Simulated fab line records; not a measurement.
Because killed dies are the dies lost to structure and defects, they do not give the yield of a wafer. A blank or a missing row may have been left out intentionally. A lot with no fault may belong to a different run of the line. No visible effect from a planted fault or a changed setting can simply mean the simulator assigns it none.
Matching of chambers :: flow nand-harc :: NHARC_A_DECK1_JOINT_DEP_16 on pecvd-02: 3 sister chambers
The step deposits SiO2, target thk 45 nm. 6 wafers are shown with their chamber, then 7 later ones without.

## WAFERS WITH THEIR CHAMBER
wafer: L283.4
chamber: 2
heater-power-w (W): 507
heater-power-outer-w (W): 302

wafer: L283.6
chamber: 0
heater-power-w (W): 625
heater-power-outer-w (W): 403

wafer: L285.1
chamber: 2
heater-power-w (W): 444
heater-power-outer-w (W): 262

wafer: L285.4
chamber: 1
heater-power-w (W): 566
heater-power-outer-w (W): 289

wafer: L294.3
chamber: 1
heater-power-w (W): 575
heater-power-outer-w (W): 301

wafer: L294.5
chamber: 0
heater-power-w (W): 639
heater-power-outer-w (W): 399

## WAFERS WITHOUT THEIR CHAMBER
wafer: L294.6
heater-power-w (W): 550
heater-power-outer-w (W): 294

wafer: L296.4
heater-power-w (W): 450
heater-power-outer-w (W): 260

wafer: L296.5
heater-power-w (W): 551
heater-power-outer-w (W): 343

wafer: L296.6
heater-power-w (W): 533
heater-power-outer-w (W): 273

wafer: L300.1
heater-power-w (W): 558
heater-power-outer-w (W): 342

wafer: L300.3
heater-power-w (W): 601
heater-power-outer-w (W): 323

wafer: L300.4
heater-power-w (W): 610
heater-power-outer-w (W): 327

## THE CHAMBER EACH PASSED THROUGH
wafer: L294.6
from the rows above: 1
in truth: 1

wafer: L296.4
from the rows above: 2
in truth: 2

wafer: L296.5
from the rows above: can't be placed: 1 or 0 or 2
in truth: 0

wafer: L296.6
from the rows above: can't be placed: 1 or 2
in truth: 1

wafer: L300.1
from the rows above: can't be placed: 1 or 0 or 2
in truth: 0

wafer: L300.3
from the rows above: 1
in truth: 1

wafer: L300.4
from the rows above: 1
in truth: 1
4 of 7 placed correctly. Unplaceable from these rows: 3, with the true chamber sitting among the candidates in 3. Number placed wrongly: 0.
How it was worked out, from the rows above alone: a wafer's distance from a chamber is the root of the sum, over the readings, of the square of ((its reading less the chamber's mean) divided by the reading's scatter). If the next closest chamber is less than 2 further off than the closest, the wafer can't be placed; otherwise it belongs to the closest. A chamber's mean is the mean of its shown wafers. The scatter: take each reading less its chamber's mean, square it, sum over the shown wafers, divide by the number of wafers less the number of chambers, and take the root.
